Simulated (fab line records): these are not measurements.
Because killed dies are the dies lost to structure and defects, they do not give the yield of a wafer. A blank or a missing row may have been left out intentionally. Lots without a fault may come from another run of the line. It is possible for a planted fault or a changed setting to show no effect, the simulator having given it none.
Which tool did it? -- flow nand harc -- Sampling: 23 lots, 69 wafers, 6 of 1302 route steps

## WHAT EACH GAUGE READ, for each wafer
The record holds no reading of a measuring or inspecting step that can be judged against a usual standard deviation.

## EACH LOT AND THE TOOL THAT RAN IT (in order: tool; ch and the chambers of the sampled wafers; start)
lot,NHARC_A_STAIRCASE_DEP_156,NHARC_A_STAIRCASE_DESCUM_168,NHARC_A_STAIRCASE_ETCH_170,NHARC_A_STAIRCASE_TRIM_196,NHARC_A_STAIRCASE_TRIM_200,NHARC_A_STAIRCASE_ETCH_203
L074,"pecvd-01 ch 0,2, day 15 11:38","rie diel-06 ch 0,1,2, day 15 12:35","rie diel-06 ch 2,3, day 15 19:39 or earlier","rie diel-13 ch 0,1,2, day 15 19:39","rie diel-13 ch 1,2, no start","rie diel-13 ch 0,1,2, no start"
L075,"pecvd-02 ch 0,1,2, day 15 22:18","rie diel-09 ch 2,3, day 15 23:17","rie diel-09 ch 2,3, day 16 06:37 or earlier","rie diel-09 ch 1,2, day 16 06:37","rie diel-09 ch 1,3, no start","rie diel-09 ch 0,1, no start"
L076,"pecvd-01 ch 0,1,2, day 16 17:03","rie diel-06 ch 0,1,3, day 16 18:02","rie diel-06 ch 0,1,3, day 17 00:49 or earlier","rie diel-06 ch 0,2, day 17 00:49","rie diel-06 ch 0,3, no start","rie diel-06 ch 0,1,3, no start"
L077,"pecvd-01 ch 0,2, day 17 00:38","rie diel-13 ch 0,1, day 17 01:36","rie diel-13 ch 0,2,3, day 17 11:16 or earlier","rie diel-09 ch 2,3, day 17 11:16","rie diel-09 ch 0,1,3, no start","rie diel-09 ch 2,3, no start"
L078,"pecvd-04 ch 0,1,2, day 17 00:45","rie diel-09 ch 2,3, day 17 01:45","rie diel-09 ch 1,3, day 17 08:52 or earlier","rie diel-06 ch 1,2,3, day 17 08:52","rie diel-06 ch 1,3, no start","rie diel-06 ch 1,2, no start"
L080,"pecvd-01 ch 0,1, day 17 13:01","rie diel-06 ch 0,1,3, day 17 13:58","rie diel-06 ch 1,2,3, day 17 20:56 or earlier","rie diel-09 ch 0,1, day 17 20:56","rie diel-09 ch 1,3, no start","rie diel-09 ch 0,1,3, no start"
L079,"pecvd-04 ch 0,2, day 17 13:09","rie diel-13 ch 0,1,3, day 17 14:08","rie diel-13 ch 2,3, day 17 21:07 or earlier","rie diel-13 ch 0,1, day 17 21:07","rie diel-13 ch 0,2,3, no start","rie diel-13 ch 0,2,3, no start"
L081,"pecvd-04 ch 0,1,2, day 18 09:40","rie diel-13 ch 0,1,3, day 18 10:39","rie diel-13 ch 1,3, day 18 18:04 or earlier","rie diel-13 ch 0,2, day 18 18:04","rie diel-13 ch 0,2,3, no start","rie diel-13 ch 2,3, no start"
L082,"pecvd-02 ch 0,1, day 18 22:10","rie diel-09 ch 0,3, day 18 22:59","rie diel-09 ch 0,1, day 19 05:49 or earlier","rie diel-09 ch 0,1, day 19 05:49","rie diel-09 ch 1,2, no start","rie diel-09 ch 0,2,3, no start"
L083,"pecvd-02 ch 1,2, day 19 19:13","rie diel-06 ch 0,2,3, day 19 21:17","rie diel-06 ch 0,1,3, day 20 04:16 or earlier","rie diel-09 ch 2,3, day 20 04:16","rie diel-09 ch 2,3, no start","rie diel-09 ch 1,2, no start"
L084,"pecvd-02 ch 0,1,2, day 19 23:59","rie diel-06 ch 2,3, day 20 00:57","rie diel-06 ch 0,1,3, day 20 07:39 or earlier","rie diel-09 ch 1,3, day 20 07:39","rie diel-09 ch 2,3, no start","rie diel-09 ch 2,3, no start"
L086,"pecvd-04 ch 0,1, day 20 10:32","rie diel-06 ch 0,2,3, day 20 11:29","rie diel-06 ch 0,1,3, day 20 22:43 or earlier","rie diel-09 ch 1,2,3, day 20 22:43","rie diel-09 ch 0,2,3, no start","rie diel-09 ch 0,1,3, no start"
L085,"pecvd-01 ch 0,1,2, day 20 10:40","rie diel-13 ch 0,1,3, day 20 11:39","rie diel-13 ch 0,2, day 21 00:08 or earlier","rie diel-06 ch 1,2, day 21 00:08","rie diel-06 ch 0,2,3, no start","rie diel-06 ch 0,2,3, no start"
L087,"pecvd-02 ch 0,2, day 21 12:18","rie diel-09 ch 2,3, day 21 13:18","rie diel-09 ch 1,2,3, day 21 19:56 or earlier","rie diel-06 ch 0,1, day 21 19:56","rie diel-06 ch 1,2,3, no start","rie diel-06 ch 0,3, no start"
L088,"pecvd-02 ch 0,1,2, day 21 18:43","rie diel-06 ch 0,2, day 21 19:34","rie diel-06 ch 0,2,3, day 22 05:06 or earlier","rie diel-13 ch 0,3, day 22 05:06","rie diel-13 ch 0,1, no start","rie diel-13 ch 1,2,3, no start"
L089,"pecvd-01 ch 0,1,2, day 22 02:11","rie diel-09 ch 0,2,3, day 22 03:06","rie diel-09 ch 0,1, day 22 09:36 or earlier","rie diel-06 ch 0,1, day 22 09:36","rie diel-06 ch 0,1, no start","rie diel-06 ch 0,1,2, no start"
L090,"pecvd-01 ch 0,1,2, day 22 10:17","rie diel-06 ch 0,2,3, day 22 11:05","rie diel-06 ch 2,3, day 22 17:59 or earlier","rie diel-06 ch 0,1, day 22 17:59","rie diel-06 ch 0,2, no start","rie diel-06 ch 0,1,2, no start"
L093,"pecvd-04 ch 0,1,2, day 22 21:27","rie diel-06 ch 0,2,3, day 22 22:26","rie diel-06 ch 2,3, day 23 10:17 or earlier","rie diel-09 ch 0,1,3, day 23 10:17","rie diel-09 ch 0,1,2, no start","rie diel-09 ch 1,2, no start"
L092,"pecvd-01 ch 0,2, day 22 21:29","rie diel-06 ch 0,1,2, day 22 22:36","rie diel-06 ch 2,3, day 23 09:52 or earlier","rie diel-09 ch 0,3, day 23 09:52","rie diel-09 ch 2,3, no start","rie diel-09 ch 1,2,3, no start"
L091,"pecvd-02 ch 0,2, day 22 21:41","rie diel-06 ch 0,2, day 22 22:45","rie diel-06 ch 0,2, day 23 09:53 or earlier","rie diel-06 ch 1,3, day 23 09:53","rie diel-06 ch 1,3, no start","rie diel-06 ch 0,3, no start"
L094,"pecvd-04 ch 0,1,2, day 24 07:35","rie diel-13 ch 0,1, day 24 08:30","rie diel-13 ch 0,1, day 24 15:02 or earlier","rie diel-09 ch 0,1, day 24 15:02","rie diel-09 ch 0,1, no start","rie diel-09 ch 1,2, no start"
L095,"pecvd-04 ch 0,1,2, day 24 15:28","rie diel-13 ch 0,1,2, day 24 16:27","rie diel-13 ch 0,1,3, day 24 23:05 or earlier","rie diel-06 ch 0,2,3, day 24 23:05","rie diel-06 ch 0,2,3, no start","rie diel-06 ch 0,1, no start"
L097,"pecvd-04 ch 0,1, day 25 03:33","rie diel-09 ch 0,1,2, day 25 04:32","rie diel-09 ch 0,1,2, day 25 11:23 or earlier","rie diel-06 ch 1,2, day 25 11:23","rie diel-06 ch 1,2,3, no start","rie diel-06 ch 1,3, no start"
- NHARC_A_STAIRCASE_DEP_156: deposits SiNx, target thk 50 nm.
- NHARC_A_STAIRCASE_DESCUM_168: chemistry O2, time 3 s.
- NHARC_A_STAIRCASE_ETCH_170: etches the open film in C4F6/O2, target depth 200 nm, time 66.667 s.
- NHARC_A_STAIRCASE_TRIM_196: chemistry O2, time 211.2 s.
- NHARC_A_STAIRCASE_TRIM_200: chemistry O2, time 211.2 s.
- NHARC_A_STAIRCASE_ETCH_203: etches the open film in C4F8/O2, target depth 100 nm, time 40.5 s.

## AS READ BY THE TOOLS THEMSELVES (means over the sampled wafers that have a number; for cases with no such wafer, the mark the record gives instead)
NHARC_A_STAIRCASE_DEP_156.
lot,tool,heater power w (W)
L074,pecvd-01,683
L075,pecvd-02,648
L076,pecvd-01,651
L077,pecvd-01,654
L078,pecvd-04,620
L080,pecvd-01,643
L079,pecvd-04,536
L081,pecvd-04,596
L082,pecvd-02,699
L083,pecvd-02,619
L084,pecvd-02,664
L086,pecvd-04,635
L085,pecvd-01,659
L087,pecvd-02,742
L088,pecvd-02,677
L089,pecvd-01,607
L090,pecvd-01,648
L093,pecvd-04,671
L092,pecvd-01,658
L091,pecvd-02,716
L094,pecvd-04,639
L095,pecvd-04,666
L097,pecvd-04,663

NHARC_A_STAIRCASE_DESCUM_168.
lot,tool,drypump motor current A (A),oes product au (a.u.),rf vpp V (V),showerhead plenum p Torr (Torr),throttle valve pct (%)
L074,rie diel-06,5.7,0.995,56.8,1.98,11.304
L075,rie diel-09,6.1,1.012,57.7,1.86,11.309
L076,rie diel-06,6.0,0.997,57.5,1.92,11.317
L077,rie diel-13,5.2,0.991,57.7,2.01,11.308
L078,rie diel-09,6.1,1.010,56.8,1.81,11.301
L080,rie diel-06,6.1,1.002,57.8,1.92,11.305
L079,rie diel-13,5.6,0.992,58.0,1.93,11.313
L081,rie diel-13,5.6,0.990,57.7,1.93,11.308
L082,rie diel-09,5.3,1.009,56.7,1.86,11.311
L083,rie diel-06,5.8,0.995,57.9,1.95,11.307
L084,rie diel-06,5.6,0.995,58.3,1.99,11.305
L086,rie diel-06,5.8,1.001,57.7,1.95,11.312
L085,rie diel-13,5.6,0.984,57.6,1.93,11.315
L087,rie diel-09,6.1,1.005,57.1,1.85,11.312
L088,rie diel-06,5.4,1.003,57.9,2.00,11.313
L089,rie diel-09,5.7,1.000,57.4,1.96,11.314
L090,rie diel-06,5.8,1.001,58.0,1.94,11.312
L093,rie diel-06,5.8,0.999,58.0,1.94,11.314
L092,rie diel-06,5.7,1.005,58.0,1.96,11.314
L091,rie diel-06,5.6,1.009,57.8,1.95,11.302
L094,rie diel-13,5.2,0.985,58.7,1.96,11.317
L095,rie diel-13,5.2,0.985,57.6,1.97,11.308
L097,rie diel-09,5.6,1.004,58.0,1.94,11.308

NHARC_A_STAIRCASE_ETCH_170.
lot,tool,drypump motor current A (A),oes product au (a.u.),rf vpp V (V),showerhead plenum p Torr (Torr),throttle valve pct (%)
L074,rie diel-06,6.0,0.981,547,3.97,26.903
L075,rie diel-09,6.1,0.983,543,3.74,26.905
L076,rie diel-06,6.1,0.974,548,3.94,26.901
L077,rie diel-13,5.5,0.973,548,3.98,26.890
L078,rie diel-09,5.9,0.997,549,4.03,26.900
L080,rie diel-06,5.9,0.970,549,4.01,26.901
L079,rie diel-13,6.0,0.983,546,3.84,26.906
L081,rie diel-13,5.7,0.965,546,3.90,26.904
L082,rie diel-09,5.5,0.984,551,4.11,26.900
L083,rie diel-06,6.1,0.982,546,3.92,26.901
L084,rie diel-06,6.1,0.980,547,3.92,26.894
L086,rie diel-06,6.1,0.979,546,3.92,26.916
L085,rie diel-13,5.1,0.973,550,4.10,26.898
L087,rie diel-09,6.0,0.976,546,3.90,26.898
L088,rie diel-06,5.8,0.970,548,3.98,26.908
L089,rie diel-09,5.5,0.999,551,4.09,26.900
L090,rie diel-06,5.6,0.980,549,4.05,26.903
L093,rie diel-06,6.0,0.987,546,3.95,26.903
L092,rie diel-06,5.6,0.971,550,4.05,26.913
L091,rie diel-06,5.4,0.969,551,4.08,26.908
L094,rie diel-13,5.3,0.957,548,4.01,26.906
L095,rie diel-13,5.6,0.972,546,3.92,26.897
L097,rie diel-09,5.6,0.977,548,3.98,26.899

NHARC_A_STAIRCASE_TRIM_196.
lot,tool,drypump motor current A (A),oes product au (a.u.),rf vpp V (V),showerhead plenum p Torr (Torr),throttle valve pct (%)
L074,rie diel-13,5.2,1.004,58.5,3.67,17.039
L075,rie diel-09,6.1,1.009,57.6,3.61,17.039
L076,rie diel-06,5.6,0.984,57.2,3.62,17.038
L077,rie diel-09,6.1,1.009,58.3,3.35,17.028
L078,rie diel-06,5.9,0.994,58.0,3.61,17.039
L080,rie diel-09,5.5,1.012,57.4,3.70,17.030
L079,rie diel-13,5.3,0.994,57.9,3.63,17.042
L081,rie diel-13,5.1,1.003,58.8,3.70,17.035
L082,rie diel-09,5.2,1.014,57.6,3.60,17.046
L083,rie diel-09,6.1,1.001,56.8,3.34,17.037
L084,rie diel-09,5.9,1.016,57.3,3.61,17.029
L086,rie diel-09,6.0,1.011,57.7,3.51,17.043
L085,rie diel-06,5.7,1.007,57.9,3.64,17.041
L087,rie diel-06,5.9,0.998,57.9,3.57,17.039
L088,rie diel-13,6.0,0.997,58.1,3.46,17.030
L089,rie diel-06,5.9,1.005,57.7,3.55,17.038
L090,rie diel-06,5.9,1.000,58.3,3.55,17.039
L093,rie diel-09,5.6,1.012,57.8,3.69,17.041
L092,rie diel-09,5.6,1.006,58.4,3.70,17.049
L091,rie diel-06,6.3,1.009,57.9,3.49,17.038
L094,rie diel-09,5.5,1.011,58.7,3.68,17.037
L095,rie diel-06,5.8,0.998,58.2,3.57,17.042
L097,rie diel-06,5.7,1.005,58.6,3.63,17.034

NHARC_A_STAIRCASE_TRIM_200.
lot,tool,drypump motor current A (A),oes product au (a.u.),rf vpp V (V),showerhead plenum p Torr (Torr),throttle valve pct (%)
L074,rie diel-13,5.2,1.006,59.1,3.64,17.031
L075,rie diel-09,5.9,1.016,57.7,3.63,17.033
L076,rie diel-06,6.2,0.997,58.0,3.50,17.034
L077,rie diel-09,5.6,1.012,57.6,3.53,17.034
L078,rie diel-06,6.3,1.004,57.8,3.51,17.032
L080,rie diel-09,5.9,1.013,57.8,3.45,17.029
L079,rie diel-13,5.5,0.994,58.6,3.58,17.034
L081,rie diel-13,5.5,1.001,57.8,3.58,17.035
L082,rie diel-09,5.9,1.013,58.4,3.69,17.041
L083,rie diel-09,6.1,1.003,57.7,3.42,17.041
L084,rie diel-09,6.1,1.004,57.8,3.42,17.035
L086,rie diel-09,5.7,1.004,58.0,3.42,17.043
L085,rie diel-06,5.8,0.996,57.0,3.58,17.042
L087,rie diel-06,5.9,1.000,57.6,3.60,17.039
L088,rie diel-13,5.2,0.990,58.0,3.61,17.035
L089,rie diel-06,5.9,1.000,57.8,3.56,17.036
L090,rie diel-06,5.4,1.002,57.2,3.68,17.040
L093,rie diel-09,5.6,0.999,58.1,3.58,17.037
L092,rie diel-09,6.1,1.011,58.7,3.59,17.043
L091,rie diel-06,6.1,1.007,58.0,3.53,17.035
L094,rie diel-09,5.5,1.014,57.2,3.68,17.030
L095,rie diel-06,5.8,1.004,57.6,3.57,17.042
L097,rie diel-06,5.9,1.003,58.3,3.58,17.037

NHARC_A_STAIRCASE_ETCH_203.
lot,tool,oes product au (a.u.),rf vpp V (V)
L074,rie diel-13,0.936,901
L075,rie diel-09,0.965,902
L076,rie diel-06,0.935,896
L077,rie diel-09,0.947,889
L078,rie diel-06,0.950,900
L080,rie diel-09,0.942,896
L079,rie diel-13,0.943,897
L081,rie diel-13,0.944,893
L082,rie diel-09,0.953,892
L083,rie diel-09,0.944,901
L084,rie diel-09,0.932,892
L086,rie diel-09,0.955,896
L085,rie diel-06,0.948,897
L087,rie diel-06,0.944,895
L088,rie diel-13,0.949,895
L089,rie diel-06,0.947,900
L090,rie diel-06,0.938,900
L093,rie diel-09,0.944,901
L092,rie diel-09,0.956,902
L091,rie diel-06,0.942,895
L094,rie diel-09,0.958,898
L095,rie diel-06,0.953,898
L097,rie diel-06,0.947,896

## THE ANSWER, worked out from the rows above alone
Rule: what is usual is taken from the lots themselves. The widest of any qualifying gaps counts: lots, ordered by their means at a reading, are off when they make up no more than a third of the lots, leave a main group of 4 or more, and stand apart from it by 3 or more times the standard deviation of that group's means. A main group whose means are all the same, to the digits that the tables above print for the reading, isn't used. Also off: a lot with no number at a reading for which 4 or more lots have one. All remaining lots with rows at the step are treated as sound. First the gauges in route order, then the tools' own readings, where a lot's mean is used as printed above. The first step at which some lot is off is used, and at that step the reading that is off furthest; a lot without a number counts as furthest.
No lot is off on any of the readings shown, so nothing can be concluded from this.

## WHAT HAD BEEN PUT IN BY THE SIMULATOR
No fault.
